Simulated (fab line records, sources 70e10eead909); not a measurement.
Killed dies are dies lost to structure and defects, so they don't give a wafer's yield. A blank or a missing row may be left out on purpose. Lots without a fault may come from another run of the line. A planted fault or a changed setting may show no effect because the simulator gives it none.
A struck lot beside a sound one | flow nand_harc | 14 steps out of a route of 1302
Sound: wafers L310.2, L310.4, L310.6. Struck: wafers L307.1, L307.5, L307.6. The cause comes at the end.
At each step with rows: each side's tool, then ch and its chambers, then its first start. Under that, the readings that differ: sound wafers | struck wafers | difference of the means | sigmas: that difference in standard deviations of wafers without a fault.
alike: readings whose means differ by less than 2 such deviations, and words and numbers that are the same on both sides. not compared: withheld readings, readings that some wafer has no value for, bounds like >300 that may hide the same value, and numbers for which the record gives no deviation and whose values overlap.
The two part at a step that has a row with sigmas, a row that says differs or no value, or rows on one side only. Numbers that don't overlap but have no deviation are shown without sigmas and don't part them. A reading that every wafer of one side lacks parts them only if that side has two wafers or more.

first, 4 steps without rows for these wafers: NHARC_A_CONTACT_EBR_38; NHARC_A_CONTACT_EXPOSE_39 (exposes mask A CC 3); NHARC_A_CONTACT_PEB_40 (peb time 65 s); NHARC_A_CONTACT_DEVELOP_41 (develop time 35 s).
NHARC_A_CONTACT_CD_MEAS_42: target cd 300 nm.
  sound on cd_sem-02 ch 0, day 28 18:36; struck on cd_sem-02 ch 0, day 27 12:00
  alike: cd_nm
NHARC_A_CONTACT_OVL_MEAS_43:
  sound on overlay-02, day 28 18:42; struck on overlay-01, day 27 12:05
  alike: overlay_x_nm, overlay_y_nm
NHARC_A_CONTACT_INSPECT_44:
  sound on defect_inspect-01, day 28 18:44; struck on defect_inspect-02, day 27 12:07
  alike: raw_defect_count
NHARC_A_CONTACT_DESCUM_47: chemistry O2, time 3 s.
  sound on rie_diel-04 ch 1,2, day 28 18:48; struck on rie_diel-04 ch 0,1, day 27 12:11
  alike: chamber_pressure_mTorr, drypump_motor_current_A, oes_product_au, rf_vpp_V, showerhead_plenum_p_Torr, throttle_valve_pct
  not compared: rf_hours_counter_h
then, 1 step without rows for these wafers: NHARC_A_CONTACT_ETCH_48 (etches the open film in CF4, target depth 39 nm, time 65 s).
NHARC_A_CONTACT_ETCH_49: etches the open film in N2/H2, target depth 260 nm, time 475.3 s.
  sound on rie_diel-04 ch 0,3; struck on rie_diel-04 ch 0,1,3
  alike: bias_w, chamber_pressure_mTorr, drypump_motor_current_A, n2_flow_sccm, oes_product_au, rf_vpp_V, showerhead_plenum_p_Torr, throttle_valve_pct
  not compared: rf_hours_counter_h
NHARC_A_CONTACT_ETCH_50: etches the open film in CF4/CHF3, target depth 121 nm, time 60.5 s.
  sound on rie_diel-04 ch 0,2,3; struck on rie_diel-04 ch 1,2,3
  alike: bias_w, cf4_flow_sccm, chamber_pressure_mTorr, drypump_motor_current_A, oes_product_au, rf_vpp_V, showerhead_plenum_p_Torr, throttle_valve_pct
  not compared: rf_hours_counter_h
NHARC_A_CONTACT_ETCH_51: etches the open film in O2/COS, target depth 7000 nm, time 1820 s.
  sound on rie_diel-04 ch 0,1,3; struck on rie_diel-04 ch 0,1,2
  alike: bias_w, chamber_pressure_mTorr, cos_flow_sccm, drypump_motor_current_A, oes_product_au, rf_vpp_V, showerhead_plenum_p_Torr, throttle_valve_pct
  not compared: rf_hours_counter_h
NHARC_A_CONTACT_ETCH_111: etches the open film in C4F8/O2/Ar, time 140 s, target depth 700 nm.
  sound on har_cap_etch-02 ch 0,1, day 28 20:42; struck on har_cap_etch-01 ch 0,1, day 27 14:23
  no value came back on the struck wafers for chamber_pressure_mTorr (mTorr), oes_air_line_au (a.u.); on the sound wafers chamber_pressure_mTorr (mTorr) reads 20.005 20.024 20.001
  not compared: rf_hours_counter_h
NHARC_A_CONTACT_ETCH_112: etches the open film in C4F8/O2/Ar, time 190 s, target depth 1850 nm.
  sound on har_cap_etch-02 ch 0,1, day 28 20:53; struck on har_cap_etch-01 ch 0,1, day 27 14:35
  alike: chamber_pressure_mTorr, oes_air_line_au
  not compared: rf_hours_counter_h

WHERE THEY PART
Only at NHARC_A_CONTACT_ETCH_111, within this record. Later steps at which nothing parts them and some readings are alike: NHARC_A_CONTACT_ETCH_112.

WHY: what the simulator had put in
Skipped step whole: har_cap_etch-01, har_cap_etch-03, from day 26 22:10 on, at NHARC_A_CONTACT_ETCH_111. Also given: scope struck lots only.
